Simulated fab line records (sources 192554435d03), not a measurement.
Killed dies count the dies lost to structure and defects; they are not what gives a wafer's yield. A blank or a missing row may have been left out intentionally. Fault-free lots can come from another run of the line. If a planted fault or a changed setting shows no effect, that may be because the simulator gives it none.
Split-lot trial + flow n5_finfet + route with 1938 steps; 7 lots, 21 wafers read

## ABOUT THE SPLIT
At N5_BEOL_M12_SPUTTER_44 (material Ta, target thk 10 nm, time 16.13 s), the setting time_s was moved away from the recipe's 16.13 s on 10 of the 21 wafers read, by -14.1% to -4.0%. All remaining wafers had this setting at the recipe value.

Reading taken at the split's own step.

## THE READING
Ta_of_BEOL_M12_SPUTTER_44.thk_nm (the simulator's own value, which no gauge read), in nm, at N5_BEOL_M12_SPUTTER_44 (material Ta, target thk 10 nm, time 16.13 s). No usual value for it is given in the file. Here, 11 wafers ran the recipe; their average is 10.1 nm with a standard deviation of 0.13 nm.

| wafer  | tool, chamber at the split | time_s as run, s | against the recipe | Ta_of_BEOL_M12_SPUTTER_44.thk_nm, nm | against lot-mates on the recipe |
|--------|----------------------------|------------------|--------------------|--------------------------------------|---------------------------------|
| L074.1 | pvd_sputter-01, -          | 16.13            | recipe             | 10.2                                 | -                               |
| L074.2 | pvd_sputter-01, -          | 16.13            | recipe             | 10                                   | -                               |
| L074.4 | pvd_sputter-01, -          | 16.13            | recipe             | 10                                   | -                               |
| L075.4 | pvd_sputter-03, -          | 16.13            | recipe             | 10                                   | -                               |
| L075.5 | pvd_sputter-03, -          | 16.13            | recipe             | 10                                   | -                               |
| L075.6 | pvd_sputter-03, -          | 16.13            | recipe             | 10                                   | -                               |
| L078.1 | pvd_sputter-02, -          | 13.86            | -14.1%             | 8.8                                  | -1.4                            |
| L078.3 | pvd_sputter-02, -          | 13.86            | -14.1%             | 8.8                                  | -1.4                            |
| L078.6 | pvd_sputter-02, -          | 16.13            | recipe             | 10.2                                 | -                               |
| L081.3 | pvd_sputter-01, -          | 15.06            | -6.6%              | 9.6                                  | -0.6                            |
| L081.4 | pvd_sputter-01, -          | 15.06            | -6.6%              | 9.8                                  | -0.4                            |
| L081.5 | pvd_sputter-01, -          | 16.13            | recipe             | 10.2                                 | -                               |
| L089.2 | pvd_sputter-03, -          | 15.49            | -4.0%              | 9.6                                  | -0.6                            |
| L089.5 | pvd_sputter-03, -          | 15.49            | -4.0%              | 9.8                                  | -0.4                            |
| L089.6 | pvd_sputter-03, -          | 16.13            | recipe             | 10.2                                 | -                               |
| L091.1 | pvd_sputter-01, -          | 15.42            | -4.4%              | 9.8                                  | -0.4                            |
| L091.3 | pvd_sputter-01, -          | 15.42            | -4.4%              | 9.6                                  | -0.6                            |
| L091.5 | pvd_sputter-01, -          | 16.13            | recipe             | 10.2                                 | -                               |
| L090.1 | pvd_sputter-01, -          | 15.18            | -5.9%              | 9.4                                  | -0.4                            |
| L090.2 | pvd_sputter-01, -          | 16.13            | recipe             | 9.8                                  | -                               |
| L090.4 | pvd_sputter-01, -          | 15.18            | -5.9%              | 9.2                                  | -0.6                            |

FIT RESULTS
A straight line over all 21 wafers: Ta_of_BEOL_M12_SPUTTER_44.thk_nm changes by +0.0896 nm for each +1% of time_s; r = +0.93; the points scatter about the line by 0.16 nm.
The same after taking each lot's own level away (the mean of its wafers on the recipe; 21 wafers): +0.0963 nm for each +1%; r = +0.97; scatter 0.1 nm.
According to that fit, moving time_s by its largest amount changes the reading by 1.4 nm.
From 9.80 to 10.20 nm: that is the span of the lots' own levels, equal to 3.1 times the standard deviation above.
The two slopes agree, so the slope changes little with the lot-to-lot level.
Check: -1.34 nm against its lot-mates is what the line predicts for one of the wafers moved furthest among these (-14.1%) when that wafer is left out of the fit. Against them it came out at -1.4 nm.

## ADDITIONAL SPLITS CARRIED BY THESE WAFERS
Other splits were also applied to these wafers ahead of the reading. Each is held against what the fit with the lots' levels taken away leaves over:
| other split on the same wafers | wafers away from the commonest value | r with Ta_of_BEOL_M12_SPUTTER_44.thk_nm (lot level and that fit taken away) |
|--------------------------------|--------------------------------------|-----------------------------------------------------------------------------|
| N5_BEOL_M6_COAT_60 spin_rpm    | 7                                    | -0.32                                                                       |
| N5_BEOL_M7_DESCUM_33 time_s    | 5                                    | -0.08                                                                       |
| N5_BEOL_M8_ETCH_61 bias_w      | 7                                    | -0.37                                                                       |
| N5_BEOL_M8_COAT_64 spin_rpm    | 9                                    | -0.07                                                                       |
| N5_BEOL_M10_COAT_22 spin_rpm   | 5                                    | -0.08                                                                       |
| N5_BEOL_M10_EXPOSE_25 dose_mj  | 7                                    | -0.09                                                                       |

## FILE'S OWN FIT
Ta_of_BEOL_M12_SPUTTER_44.thk_nm changes by +0.0967 nm for each +1% of time_s, r = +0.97.
